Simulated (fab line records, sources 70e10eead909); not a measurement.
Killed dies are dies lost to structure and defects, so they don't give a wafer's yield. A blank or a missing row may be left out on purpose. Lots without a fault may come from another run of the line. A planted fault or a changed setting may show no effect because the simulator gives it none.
A struck lot beside a sound one | flow nand_harc | 14 steps out of a route of 1302
Sound: wafers L406.3, L406.4, L406.6. Struck: wafers L422.1, L422.2, L422.4. The cause comes at the end.
At each step with rows: each side's tool, then ch and its chambers, then its first start. Under that, the readings that differ: sound wafers | struck wafers | difference of the means | sigmas: that difference in standard deviations of wafers without a fault.
alike: readings whose means differ by less than 2 such deviations, and words and numbers that are the same on both sides. not compared: withheld readings, readings that some wafer has no value for, bounds like >300 that may hide the same value, and numbers for which the record gives no deviation and whose values overlap.
The two part at a step that has a row with sigmas, a row that says differs or no value, or rows on one side only. Numbers that don't overlap but have no deviation are shown without sigmas and don't part them. A reading that every wafer of one side lacks parts them only if that side has two wafers or more.

first, 10 steps without rows for these wafers: NHARC_A_STAIRCASE_SRD_241; NHARC_A_STAIRCASE_DEHYDRATE_242 (time 120 s); NHARC_A_STAIRCASE_HMDS_243 (time 30 s); NHARC_A_STAIRCASE_COAT_244; NHARC_A_STAIRCASE_SOFTBAKE_245 (time 170 s); NHARC_A_STAIRCASE_EBR_246; NHARC_A_STAIRCASE_EXPOSE_247 (exposes mask SDS 1); NHARC_A_STAIRCASE_PEB_248 (peb time 130 s); NHARC_A_STAIRCASE_DEVELOP_249 (time 140 s); NHARC_A_STAIRCASE_HARDBAKE_251 (time 140 s).
NHARC_A_STAIRCASE_DESCUM_252: chemistry O2, time 3 s.
  sound on rie_diel-04 ch 1,2, day 17 01:35; struck on rie_diel-04 ch 0,2,3, day 23 05:23
  alike: drypump_motor_current_A, oes_product_au, rf_vpp_V, showerhead_plenum_p_Torr, throttle_valve_pct
  not compared: rf_hours_counter_h
NHARC_A_STAIRCASE_ETCH_253: etches the open film in C4F8/O2, target depth 50 nm, time 20.2 s.
  sound on rie_diel-04 ch 1,3, day 17 01:41; struck on rie_diel-04 ch 0,2,3, day 23 05:29
  no value came back on the struck wafers for any of 5 readings (bias_w (W), chamber_pressure_mTorr (mTorr) and others); on the sound wafers bias_w (W) reads 996.4 1000.4 996.9
  not compared: rf_hours_counter_h
NHARC_A_STAIRCASE_STRIP_254: strips in O2.
  sound on plasma_asher-02 ch 0,1, day 17 01:52; struck on plasma_asher-01 ch 0,1, day 23 05:34
  alike: drypump_motor_current_A, heater_power_w
  not compared: rf_hours_counter_h
-- the record jumps here: 8 days lie between the struck wafers' starts before and after (it left off in module A_STAIRCASE and takes up again in module END, whose first step shown is number 1302 of the route) --
NHARC_END_SORT_01:
  the record has rows for the struck wafers here (prober-01 ch 0, day 31 06:44) and none for the sound ones

WHERE THEY PART
First at NHARC_A_STAIRCASE_ETCH_253; last, within this record, at NHARC_END_SORT_01.

WHY: what the simulator had put in
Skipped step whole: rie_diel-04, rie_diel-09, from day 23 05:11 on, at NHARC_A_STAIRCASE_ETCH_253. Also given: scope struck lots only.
